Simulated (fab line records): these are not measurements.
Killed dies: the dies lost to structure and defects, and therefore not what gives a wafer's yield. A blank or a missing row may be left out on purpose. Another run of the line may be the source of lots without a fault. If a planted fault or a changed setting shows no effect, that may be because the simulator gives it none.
fab line records ; flow nandHarc
[record] lots = 11; wafers = 33; lastDay = 24
route steps=1159 shown A_BONDPAD@1059 HYBRID_BOND@1100 END@1159
lots with no fault: from the same line, run without faults
startH: start of the lot's first displayed wafer, in hours after the record's first day ; waitH: hours from the lot's prior step to this one ; " unchanged from the row above ; L1.1+2: a row that stands for several wafers ; - either no value or no given start ; * or withheld: withheld ; < > ~ a bound
route shown NAME@n: names a module that has steps shown in the file, with the first one's number in the route ; usual: the fault-free wafers' mean and standard deviation ; same: alike in all rows ; chamber/n: place in a boat ; sites: each site's reading ; _std_site: standard deviation of those values ; _edge_site: outer sites' mean less inner sites' ; radiusMm: how far each site lies from the wafer's centre ; mask NAME#n: copy n ; behind: the tool/chamber that last shaped the wafer ; hold: why the lot went on hold/how many hours it stayed there/how the hold came to an end ; device: which transistor (n, p or np) failed to switch ; end of line: tests run on the same wafers once the route is complete ; a step without rows: its recipe alone ; killed: not the wafer's yield, but the dies lost to structure and defects at the first sort ; map: a wafer's dies, marking killed ones x, the rest . and places with no die _
set.NAME: the setting the step ran with; set.NAME@STEP: the setting that earlier step ran with ; model.NAME: the simulator's own value behind a step, which no gauge read
steps of the route over a sample of lots; a table a step, a row a wafer
services: when a tool's chamber went out of use (startH, in hours from the record's first day, below 0 if earlier), for how many hours, and the reason
[[steps]]
[step NHARC_A_BONDPAD_DEP_00]
[recipe] targetThkA = 2500; tempC = 370; targetThkNm = 250; pressureTorr = 3; flowSccm = 200; rfW = 450; material = SiCN
[usual] heaterPowerW = 527/70; rfFwdPowerW = 448.9/1.5
lot.wafer;tool;chamber;startH;waitH;heaterPowerW;rfFwdPowerW
L693.3;pecvd-03;0;409.97;-;619;451.0
L693.6;pecvd-03;1;409.97;-;529;448.9
L693.4;pecvd-03;2;409.97;-;590;446.3
L694.1;pecvd-03;1;410.37;-;569;449.1
L694.4;pecvd-03;1;410.37;-;558;448.7
L694.6;pecvd-03;2;410.37;-;544;449.2
L697.2;pecvd-03;1;412.48;-;484;449.3
L697.6;pecvd-03;0;412.48;-;584;450.8
L697.5;pecvd-03;1;412.48;-;504;451.0
L699.2;pecvd-04;1;452.78;-;490;450.5
L699.3;pecvd-04;2;452.78;-;563;449.8
L699.5;pecvd-04;2;452.78;-;565;451.0
L702.1;pecvd-04;0;461.38;-;438;448.9
L702.5;pecvd-04;1;461.38;-;419;446.9
L702.4;pecvd-04;2;461.38;-;608;449.7
L703.3;pecvd-04;0;463.84;-;391;447.4
L703.6;pecvd-04;0;463.84;-;410;447.6
L703.4;pecvd-04;2;463.84;-;522;447.0
L706.3;pecvd-04;1;469.28;-;481;449.3
L706.1;pecvd-04;2;469.28;-;657;448.3
L706.5;pecvd-04;1;469.28;-;518;449.8
L710.2;pecvd-03;0;502.62;-;659;448.9
L710.3;pecvd-03;1;502.62;-;446;449.8
L710.6;pecvd-03;1;502.62;-;458;451.6
L708.6;pecvd-04;2;517.60;-;638;448.7
L708.4;pecvd-04;0;517.60;-;473;445.9
L708.5;pecvd-04;1;517.60;-;516;447.3
L714.2;pecvd-04;0;542.28;-;455;448.5
L714.3;pecvd-04;1;542.28;-;482;448.9
L714.4;pecvd-04;2;542.28;-;613;447.8
L715.3;pecvd-02;2;549.13;-;583;449.8
L715.1;pecvd-02;0;549.13;-;594;452.3
L715.4;pecvd-02;2;549.13;-;602;449.8
[step NHARC_A_BONDPAD_THK_MEAS_30]
[recipe] thkMeasGauge = ellipsometry
[usual] thkNm = 199.6/1.4
lot.wafer;tool;chamber;startH;waitH;thkNm
L693.3;filmMetro-02;-;410.63;0.2;200.1
L693.4;filmMetro-02;-;410.63;0.2;199.8
L693.6;filmMetro-02;-;410.63;0.2;199.8
L694.1;filmMetro-02;-;411.03;0.2;198.5
L694.4;filmMetro-02;-;411.03;0.2;199.7
L694.6;filmMetro-02;-;411.03;0.2;200.5
L697.2;filmMetro-02;-;413.09;0.2;197.4
L697.5;filmMetro-02;-;413.09;0.2;201.4
L697.6;filmMetro-02;-;413.09;0.2;202.0
L699.2;filmMetro-01;-;454.40;0.2;198.8
L699.3;filmMetro-01;-;454.40;0.2;198.0
L699.5;filmMetro-01;-;454.40;0.2;196.7
L702.1;filmMetro-01;-;462.07;0.2;198.2
L702.4;filmMetro-01;-;462.07;0.2;200.8
L702.5;filmMetro-01;-;462.07;0.2;200.1
L703.3;filmMetro-02;-;464.49;0.2;200.7
L703.4;filmMetro-02;-;464.49;0.2;200.0
L703.6;filmMetro-02;-;464.49;0.2;198.2
L706.1;filmMetro-02;-;469.94;0.2;198.8
L706.3;filmMetro-02;-;469.94;0.2;201.9
L706.5;filmMetro-02;-;469.94;0.2;197.7
L710.2;filmMetro-02;-;503.23;0.2;197.5
L710.3;filmMetro-02;-;503.23;0.2;199.9
L710.6;filmMetro-02;-;503.23;0.2;195.8
L708.4;filmMetro-02;-;518.13;0.2;199.3
L708.5;filmMetro-02;-;518.13;0.2;199.9
L708.6;filmMetro-02;-;518.13;0.2;198.2
L714.2;filmMetro-02;-;542.93;0.2;199.6
L714.3;filmMetro-02;-;542.93;0.2;202.5
L714.4;filmMetro-02;-;542.93;0.2;198.2
L715.1;filmMetro-01;-;549.75;0.2;199.7
L715.3;filmMetro-01;-;549.75;0.2;197.1
L715.4;filmMetro-01;-;549.75;0.2;200.5
[step NHARC_A_BONDPAD_CMP_19]
[recipe] tOverpolishS = 30; cuRecessTouchS = 16; targetThkNm = 169.8
[usual] cuRecessTouchS = 16/0; edgeZonePressureFrac = 1.000/0.005; motorCurrentA = 12.5/1.3; overpolishRunS = 30.000/0.0088
lot.wafer;tool;chamber;startH;waitH;cuRecessTouchS;edgeZonePressureFrac;motorCurrentA;overpolishRunS
L693.3;cmp-02;1;413.54;-;16;0.994;11.9;29.988
L693.4;cmp-02;2;413.54;-;16;1.003;13.2;29.992
L693.6;cmp-02;0;413.54;-;16;1.003;12.9;30.006
L694.4;cmp-02;2;413.89;-;16;0.991;13.4;30.006
L694.1;cmp-02;3;413.89;-;16;1.006;12.2;30.001
L694.6;cmp-02;2;413.89;-;16;0.994;12.4;29.990
L697.2;cmp-03;2;416.10;-;16;1.001;12.0;29.993
L697.5;cmp-03;1;416.10;-;16;1.009;11.6;29.994
L697.6;cmp-03;2;416.10;-;16;1.000;12.8;29.995
L699.2;cmp-01;2;457.10;-;16;1.005;10.3;30.000
L699.3;cmp-01;0;457.10;-;16;1.005;11.5;29.999
L699.5;cmp-01;2;457.10;-;16;1.004;10.5;29.997
L702.1;cmp-01;1;465.04;-;-;-;-;-
L702.4;cmp-01;2;465.04;-;-;-;-;-
L702.5;cmp-01;0;465.04;-;-;-;-;-
L703.4;cmp-02;0;467.36;-;-;-;-;-
L703.3;cmp-02;1;467.36;-;-;-;-;-
L703.6;cmp-02;3;467.36;-;-;-;-;-
L706.3;cmp-02;1;473.75;-;-;-;-;-
L706.1;cmp-02;2;473.75;-;-;-;-;-
L706.5;cmp-02;1;473.75;-;-;-;-;-
L710.3;cmp-01;2;506.07;-;16;1.003;11.0;30.003
L710.2;cmp-01;0;506.07;-;16;1.007;11.7;30.013
L710.6;cmp-01;3;506.07;-;16;0.997;14.7;29.995
L708.4;cmp-01;3;520.99;-;16;0.999;14.4;29.983
L708.6;cmp-01;2;520.99;-;16;0.994;9.8;30.009
L708.5;cmp-01;3;520.99;-;16;1.005;14.1;30.020
L714.4;cmp-01;2;545.95;-;16;0.996;10.7;29.986
L714.2;cmp-01;0;545.95;-;16;0.998;11.8;29.999
L714.3;cmp-01;1;545.95;-;16;1.001;16.2;29.995
L715.4;cmp-01;1;552.58;-;16;0.994;14.8;30.004
L715.1;cmp-01;3;552.58;-;16;1.005;14.0;29.995
L715.3;cmp-01;0;552.58;-;16;1.002;11.7;30.005
[step NHARC_A_BONDPAD_THK_MEAS_20]
[recipe] thkMeasGauge = xrf
[usual] thkNm = 169.4/1.5
lot.wafer;tool;chamber;startH;waitH;thkNm
L693.3;filmMetro-01;-;413.81;-;172.0
L693.4;filmMetro-01;-;413.81;-;170.9
L693.6;filmMetro-01;-;413.81;-;171.5
L694.1;filmMetro-01;-;414.19;-;171.5
L694.4;filmMetro-01;-;414.19;-;170.3
L694.6;filmMetro-01;-;414.19;-;169.0
L697.2;filmMetro-02;-;416.39;-;172.4
L697.5;filmMetro-02;-;416.39;-;168.1
L697.6;filmMetro-02;-;416.39;-;168.6
L699.2;filmMetro-02;-;457.40;-;167.9
L699.3;filmMetro-02;-;457.40;-;170.1
L699.5;filmMetro-02;-;457.40;-;167.3
L702.1;filmMetro-02;-;465.31;0.2;397.7
L702.4;filmMetro-02;-;465.31;0.2;402.8
L702.5;filmMetro-02;-;465.31;0.2;404.8
L703.3;filmMetro-02;-;467.63;0.2;404.4
L703.4;filmMetro-02;-;467.63;0.2;397.7
L703.6;filmMetro-02;-;467.63;0.2;400.5
L706.1;filmMetro-01;-;474.08;0.3;403.1
L706.3;filmMetro-01;-;474.08;0.3;401.0
L706.5;filmMetro-01;-;474.08;0.3;402.5
L710.2;filmMetro-02;-;506.40;-;170.7
L710.3;filmMetro-02;-;506.40;-;167.8
L710.6;filmMetro-02;-;506.40;-;171.0
L708.4;filmMetro-02;-;521.28;-;170.7
L708.5;filmMetro-02;-;521.28;-;172.2
L708.6;filmMetro-02;-;521.28;-;170.5
L714.2;filmMetro-01;-;546.27;-;170.1
L714.3;filmMetro-01;-;546.27;-;170.7
L714.4;filmMetro-01;-;546.27;-;167.5
L715.1;filmMetro-02;-;552.90;-;171.6
L715.3;filmMetro-02;-;552.90;-;168.5
L715.4;filmMetro-02;-;552.90;-;169.6
[step NHARC_A_BONDPAD_INSPECT_23]
[usual] rawDefectCount = 440/110
lot.wafer;tool;chamber;startH;waitH;rawDefectCount
L693.3;defectInspect-02;-;414.04;0.0;497
L693.4;defectInspect-02;-;414.04;0.0;576
L693.6;defectInspect-02;-;414.04;0.0;547
L694.1;defectInspect-02;-;414.41;0.0;404
L694.4;defectInspect-02;-;414.41;0.0;485
L694.6;defectInspect-02;-;414.41;0.0;461
L697.2;defectInspect-01;-;416.60;0.0;417
L697.5;defectInspect-01;-;416.60;0.0;502
L697.6;defectInspect-01;-;416.60;0.0;534
L699.2;defectInspect-01;-;457.60;0.0;374
L699.3;defectInspect-01;-;457.60;0.0;446
L699.5;defectInspect-01;-;457.60;0.0;412
L702.1;defectInspect-01;-;465.54;0.0;3323
L702.4;defectInspect-01;-;465.54;0.0;3155
L702.5;defectInspect-01;-;465.54;0.0;3405
L703.3;defectInspect-01;-;467.85;0.0;3347
L703.4;defectInspect-01;-;467.85;0.0;3552
L703.6;defectInspect-01;-;467.85;0.0;3433
L706.1;defectInspect-02;-;474.28;0.0;3216
L706.3;defectInspect-02;-;474.28;0.0;3239
L706.5;defectInspect-02;-;474.28;0.0;3252
L710.2;defectInspect-01;-;506.63;0.0;444
L710.3;defectInspect-01;-;506.63;0.0;335
L710.6;defectInspect-01;-;506.63;0.0;532
L708.4;defectInspect-02;-;521.49;0.0;354
L708.5;defectInspect-02;-;521.49;0.0;399
L708.6;defectInspect-02;-;521.49;0.0;401
L714.2;defectInspect-02;-;546.47;0.0;471
L714.3;defectInspect-02;-;546.47;0.0;365
L714.4;defectInspect-02;-;546.47;0.0;683
L715.1;defectInspect-02;-;553.11;0.0;534
L715.3;defectInspect-02;-;553.11;0.0;522
L715.4;defectInspect-02;-;553.11;0.0;595
[step NHARC_HYBRID_BOND_INSPECT_06]
[recipe] inspectInstrument = irVoid
[usual] rawDefectCount = 32/14
lot.wafer;tool;chamber;startH;waitH;rawDefectCount
L693.3;defectInspect-01;-;430.02;0.1;23
L693.4;defectInspect-01;-;430.02;0.1;16
L693.6;defectInspect-01;-;430.02;0.1;29
L694.1;defectInspect-02;-;430.03;0.1;11
L694.4;defectInspect-02;-;430.03;0.1;14
L694.6;defectInspect-02;-;430.03;0.1;13
L697.2;defectInspect-01;-;430.04;0.1;16
L697.5;defectInspect-01;-;430.04;0.1;20
L697.6;defectInspect-01;-;430.04;0.1;15
L699.2;defectInspect-02;-;467.42;0.1;43
L699.3;defectInspect-02;-;467.42;0.1;32
L699.5;defectInspect-02;-;467.42;0.1;40
L710.2;defectInspect-01;-;517.66;0.1;38
L710.3;defectInspect-01;-;517.66;0.1;35
L710.6;defectInspect-01;-;517.66;0.1;49
L708.4;defectInspect-02;-;531.18;0.1;13
L708.5;defectInspect-02;-;531.18;0.1;32
L708.6;defectInspect-02;-;531.18;0.1;18
L714.2;defectInspect-01;-;557.75;0.1;19
L714.3;defectInspect-01;-;557.75;0.1;29
L714.4;defectInspect-01;-;557.75;0.1;24
L715.1;defectInspect-02;-;562.93;0.0;38
L715.3;defectInspect-02;-;562.93;0.0;25
L715.4;defectInspect-02;-;562.93;0.0;44
[step NHARC_END_SORT_01]
[recipe] tempC = 25
[usual] defectLimitedYield = 95.7/1.5; killedAtArray = 25/9.5; killedAtOther = 0.8/1.2; killedAtPeriphery = 3.4/2.2; killedDies = 29/10; killedOpen = 3.3/1.8; killedShort = 2.1/1.4; sort_bin_2_pct = 1.4/0.63; sort_bin_3_pct = 0.22/0.2; sort_bin_4_pct = 2.7/0.96; sortNPass = 648/10; sortRimYieldPct = 95.6/2.8; sortYieldPct = 95.7/1.5
[same] grossDies = 677; sort_bin_5_pct[%] = 0; sort_bin_6_pct[%] = 0; sort_bin_7_pct[%] = 0; sort_bin_8_pct[%] = 0; sortRimNGross = 106.00
lot.wafer;tool;chamber;startH;waitH;defectLimitedYield[%];killedAtArray;killedAtOther;killedAtPeriphery;killedDies;killedOpen;killedShort;sort_bin_2_pct[%];sort_bin_3_pct[%];sort_bin_4_pct[%];sortNPass;sortRimYieldPct[%];sortYieldPct[%]
L694.1;prober-01;0;457.18;2.5;98.7;5;3;1;9;1;1;0.3;0.15;0.9;668;99.1;98.7
L694.4;prober-01;0;459.63;3.5;97.6;11;2;3;16;4;2;0.7;0.30;1.3;661;96.2;97.6
L694.6;prober-01;0;461.27;4.1;98.5;8;2;0;10;3;1;0.3;0;1.2;667;98.1;98.5
L697.2;prober-02;0;458.09;2.8;97.3;15;1;2;18;0;2;0.7;0;1.9;659;94.3;97.3
L697.5;prober-02;0;460.51;3.7;96.9;20;0;1;21;3;3;0.9;0;2.2;656;98.1;96.9
L697.6;prober-02;0;461.31;4.0;98.1;12;0;1;13;4;3;0.9;0.15;0.9;664;95.3;98.1
L699.2;prober-01;0;486.70;2.8;94.7;32;1;3;36;4;2;1.5;0.30;3.5;641;95.3;94.7
L699.3;prober-01;0;487.50;3.1;94.8;32;0;3;35;3;3;1.6;0.44;3.1;642;97.2;94.8
L699.5;prober-01;0;489.10;3.7;95.4;22;5;4;31;2;2;1.8;0.44;2.4;646;90.6;95.4
L702.1;prober-01;0;503.06;2.5;0;670;0;7;677;1;1;1.2;96.60;2.2;0;0;0
L702.4;prober-01;0;505.45;3.4;0;668;0;9;677;3;1;1.9;94.83;3.2;0;0;0
L702.5;prober-01;0;506.25;3.7;0;670;0;7;677;4;2;1.6;95.27;3.1;0;0;0
L703.3;prober-02;0;504.82;3.1;0;675;1;1;677;2;0;1.3;95.86;2.8;0;0;0
L703.4;prober-02;0;505.61;3.4;0;674;0;3;677;3;2;1.6;94.53;3.8;0;0;0
L703.6;prober-02;0;507.20;4.0;0;675;0;2;677;4;3;2.2;93.94;3.8;0;0;0
L706.1;prober-02;0;510.97;2.5;0;672;0;5;677;6;3;2.5;95.27;2.2;0;0;0
L706.3;prober-02;0;512.59;3.1;0;671;0;6;677;4;1;1.9;95.42;2.7;0;0;0
L706.5;prober-02;0;514.21;3.7;0;673;0;4;677;3;3;0.9;97.19;1.9;0;0;0
L708.4;prober-01;0;555.87;3.4;97.3;13;0;5;18;8;1;0.4;0;2.2;659;97.2;97.3
L708.5;prober-01;0;556.66;3.7;95.0;27;0;7;34;6;3;1.8;0.44;2.8;643;95.3;95.0
L708.6;prober-01;0;557.45;4.0;97.2;15;0;4;19;5;3;0.3;0;2.5;658;97.2;97.2
// killed by level:class
L694.1 A_CONTACT:chamberFilmFlake=3 HYBRID_BOND:chamberFilmFlake=3 P_CONTACT:geometricParticle:short=1 A_M0:geometricParticle:open=1 A_SLIT:chamberFilmFlake=1
L697.2 A_STAIRCASE:chamberFilmFlake=4 A_WL_FILL:chamberFilmFlake=3 A_CHANNEL_HOLE_D1:chamberFilmFlake=2 A_SLIT:chamberFilmFlake=2 A_CONTACT:chamberFilmFlake=2 A_STAIRCASE:geometricParticle:short=1 A_WL_FILL:geometricParticle:short=1 P_ZERO_WELL:chamberFilmFlake=1
L694.4 A_CONTACT:chamberFilmFlake=2 HYBRID_BOND:chamberFilmFlake=2 P_M0:geometricParticle:open=1 P_M1:geometricParticle:open=1 A_SOURCE_PLATE:geometricParticle:short=1 A_CHANNEL_HOLE_D1:geometricParticle:short=1 A_WL_FILL:geometricParticle:open=1 A_BLC:geometricParticle:open=1
L697.5 A_CHANNEL_HOLE_D1:chamberFilmFlake=4 A_STAIRCASE:chamberFilmFlake=4 A_ZERO_WELL:chamberFilmFlake=3 A_WL_FILL:chamberFilmFlake=2 P_STI:geometricParticle:open=1 A_ONON_D1:geometricParticle:short=1 A_ONON_D1:geometricParticle:open=1 A_WL_FILL:geometricParticle:short=1
L694.6 A_CONTACT:chamberFilmFlake=4 STARTING-WAFER:geometricParticle:open=2 A_STAIRCASE:chamberFilmFlake=2 A_CONTACT:geometricParticle:open=1 A_M0:geometricParticle:short=1
L697.6 A_SLIT:chamberFilmFlake=3 P_M0:geometricParticle:open=1 A_ONON_D1:geometricParticle:short=1 A_CHANNEL_FILL_D1:geometricParticle:open=1 A_SGD_CUT:geometricParticle:open=1 A_WL_FILL:geometricParticle:short=1 A_CONTACT:geometricParticle:open=1 A_M0:geometricParticle:short=1
L699.2 A_CHANNEL_HOLE_D1:chamberFilmFlake=12 A_SLIT:chamberFilmFlake=12 A_CONTACT:geometricParticle:open=4 P_ZERO_WELL:chamberFilmFlake=3 A_ZERO_WELL:chamberFilmFlake=2 A_ONON_D1:geometricParticle:short=1 A_SGD_CUT:geometricParticle:short=1 THIN_TSV:chamberFilmFlake=1
L699.3 A_SLIT:chamberFilmFlake=13 A_CHANNEL_HOLE_D1:chamberFilmFlake=7 A_STAIRCASE:chamberFilmFlake=4 A_WL_FILL:chamberFilmFlake=2 A_CONTACT:chamberFilmFlake=2 P_CONTACT:geometricParticle:open=1 P_M0:geometricParticle:open=1 P_M1:geometricParticle:short=1
L699.5 A_SLIT:chamberFilmFlake=6 A_ZERO_WELL:chamberFilmFlake=5 THIN_TSV:chamberFilmFlake=5 A_CHANNEL_HOLE_D1:chamberFilmFlake=4 A_WL_FILL:chamberFilmFlake=4 P_M0:geometricParticle:open=2 P_STI:chamberFilmFlake=2 A_WL_FILL:geometricParticle:short=1
L702.1 A_BONDPAD:areaCmp=654 A_CHANNEL_HOLE_D1:chamberFilmFlake=11 P_CONTACT:chamberFilmFlake=3 P_STI:chamberFilmFlake=2 A_CONTACT:chamberFilmFlake=2 A_CONTACT:geometricParticle:open=1 A_BLC:geometricParticle:short=1 P_ZERO_WELL:chamberFilmFlake=1
L703.3 A_BONDPAD:areaCmp=647 A_CHANNEL_HOLE_D1:chamberFilmFlake=17 A_SLIT:chamberFilmFlake=7 A_STAIRCASE:chamberFilmFlake=2 A_ONON_D1:geometricParticle:open=1 STARTING-WAFER:geometricParticle:open=1 P_ZERO_WELL:chamberFilmFlake=1 A_CONTACT:chamberFilmFlake=1
L702.4 A_BONDPAD:areaCmp=642 A_CHANNEL_HOLE_D1:chamberFilmFlake=17 P_CONTACT:chamberFilmFlake=7 A_CONTACT:chamberFilmFlake=3 A_CHANNEL_HOLE_D1:geometricParticle:short=1 A_CHANNEL_FILL_D1:geometricParticle:open=1 A_BLC:geometricParticle:open=1 A_M0:geometricParticle:open=1
L703.4 A_BONDPAD:areaCmp=636 A_SLIT:chamberFilmFlake=20 A_CHANNEL_HOLE_D1:chamberFilmFlake=11 A_ONON_D1:geometricParticle:short=2 A_CONTACT:chamberFilmFlake=2 P_CONTACT:geometricParticle:open=1 A_CONTACT:geometricParticle:open=1 A_M0:geometricParticle:open=1
L702.5 A_BONDPAD:areaCmp=645 A_CHANNEL_HOLE_D1:chamberFilmFlake=18 A_CONTACT:chamberFilmFlake=2 P_CONTACT:geometricParticle:open=1 P_M1:geometricParticle:short=1 P_M2:geometricParticle:open=1 A_CHANNEL_FILL_D1:geometricParticle:open=1 A_SGD_CUT:geometricParticle:short=1
L703.6 A_BONDPAD:areaCmp=633 A_CHANNEL_HOLE_D1:chamberFilmFlake=20 A_SLIT:chamberFilmFlake=13 A_CONTACT:geometricParticle:short=2 A_WL_FILL:chamberFilmFlake=2 P_CONTACT:geometricParticle:open=1 A_CHANNEL_FILL_D1:geometricParticle:open=1 A_WL_FILL:geometricParticle:short=1
L706.1 A_BONDPAD:areaCmp=643 A_SLIT:chamberFilmFlake=15 A_CHANNEL_HOLE_D1:chamberFilmFlake=3 P_CONTACT:geometricParticle:open=2 A_CHANNEL_FILL_D1:geometricParticle:open=2 P_STI:chamberFilmFlake=2 A_STAIRCASE:chamberFilmFlake=2 A_ONON_D1:geometricParticle:short=1
L706.3 A_BONDPAD:areaCmp=645 A_SLIT:chamberFilmFlake=12 A_CONTACT:chamberFilmFlake=4 P_STI:chamberFilmFlake=3 A_CHANNEL_HOLE_D1:chamberFilmFlake=3 A_STAIRCASE:chamberFilmFlake=3 A_CONTACT:geometricParticle:open=2 P_CONTACT:geometricParticle:open=1
L706.5 A_BONDPAD:areaCmp=658 A_SLIT:chamberFilmFlake=6 P_STI:chamberFilmFlake=3 A_CHANNEL_FILL_D1:geometricParticle:short=2 A_CHANNEL_HOLE_D1:chamberFilmFlake=2 P_GATE:geometricParticle:open=1 A_CHANNEL_FILL_D1:geometricParticle:open=1 A_WL_FILL:geometricParticle:short=1
L708.4 A_CHANNEL_HOLE_D1:chamberFilmFlake=6 P_M0:geometricParticle:open=3 A_CONTACT:geometricParticle:open=2 P_CONTACT:geometricParticle:open=1 A_ONON_D1:geometricParticle:open=1 A_SGD_CUT:geometricParticle:open=1 A_CONTACT:geometricParticle:short=1 P_BONDPAD:chamberFilmFlake=1
L708.5 A_CHANNEL_HOLE_D1:chamberFilmFlake=11 A_STAIRCASE:chamberFilmFlake=7 A_CONTACT:geometricParticle:open=3 A_WL_FILL:chamberFilmFlake=2 A_ZERO_WELL:chamberFilmFlake=2 P_CONTACT:geometricParticle:open=1 P_CONTACT:geometricParticle:short=1 P_M0:geometricParticle:short=1
L708.6 A_CHANNEL_HOLE_D1:chamberFilmFlake=4 A_STAIRCASE:chamberFilmFlake=3 P_CONTACT:geometricParticle:open=2 P_M0:geometricParticle:open=2 A_M0:geometricParticle:short=2 A_WL_FILL:chamberFilmFlake=2 A_CONTACT:chamberFilmFlake=2 A_SGD_CUT:geometricParticle:short=1
[[services]]
tool;chamber;startH;hours;kind
pecvd-04;0;389.42;-;clean
pecvd-04;1;389.42;-;clean
pecvd-04;2;389.42;-;clean
cmp-03;-;396.31;0.9;repair
cmp-01;-;402.56;51.9;repair
cmp-03;-;405.13;1.8;repair
cmp-02;-;418.41;2.1;repair
cmp-02;-;422.50;4.0;pm
cmp-02;-;426.50;-;consumableReplace:conditioner
cmp-03;-;450.14;4.0;pm
cmp-02;-;452.79;3.0;repair
pecvd-03;2;457.59;5.2;repair
pecvd-03;-;473.23;13.0;pm
cmp-01;-;476.75;4.0;pm
cmp-01;-;480.75;-;consumableReplace:conditioner
cmp-01;-;480.75;-;consumableReplace:pad
cmp-01;-;491.82;1.9;repair
pecvd-02;-;493.84;0.9;repair
cmp-01;-;498.25;0.6;repair
pecvd-02;-;515.53;13.0;pm
cmp-02;-;520.50;4.0;pm
pecvd-04;1;524.62;12.3;repair
cmp-01;-;537.49;0.3;repair
cmp-03;-;548.14;4.0;pm
[[key]]
[firstSign] step = NHARC_A_BONDPAD_CMP_19; reading = toolRecord; direction = missing
[effect] step = NHARC_A_BONDPAD_THK_MEAS_20; reading = thkNm; direction = up; sigmas = 99+; usual = 169.4; struck = 401.6
[effect] step = NHARC_A_BONDPAD_INSPECT_23; reading = rawDefectCount; direction = up; sigmas = 27; usual = 440; struck = 3325
[effect] step = NHARC_END_SORT_01; reading = sort_bin_3_pct; direction = up; sigmas = 99+; usual = 0.22; struck = 95.44
[moreKillsBornAt] NHARC_A_BONDPAD_CMP_19@cmp-02 = 3862; NHARC_A_BONDPAD_CMP_19@cmp-01 = 1941
metAt NHARC_A_BONDPAD_CMP_19
struckLots L702,L703,L706
laterRowsLeftOut L702.1,L702.4,L702.5,L703.3,L703.4,L703.6,L706.1,L706.3,L706.5
notActingAt NHARC_A_BONDPAD_DEP_00,NHARC_A_BONDPAD_THK_MEAS_30,NHARC_HYBRID_BOND_INSPECT_06
onsetBetween 457.10 465.04
[fault] kind = skippedStepWhole; tool = cmp-01,cmp-02; chamber = -; onsetH = 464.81; steps = NHARC_A_BONDPAD_CMP_19; scope = struckLotsOnly
// laterRowsLeftOut: the simulator's readings of these wafers behind a module that went badly wrong aren't trusted and aren't shown, but for the sort
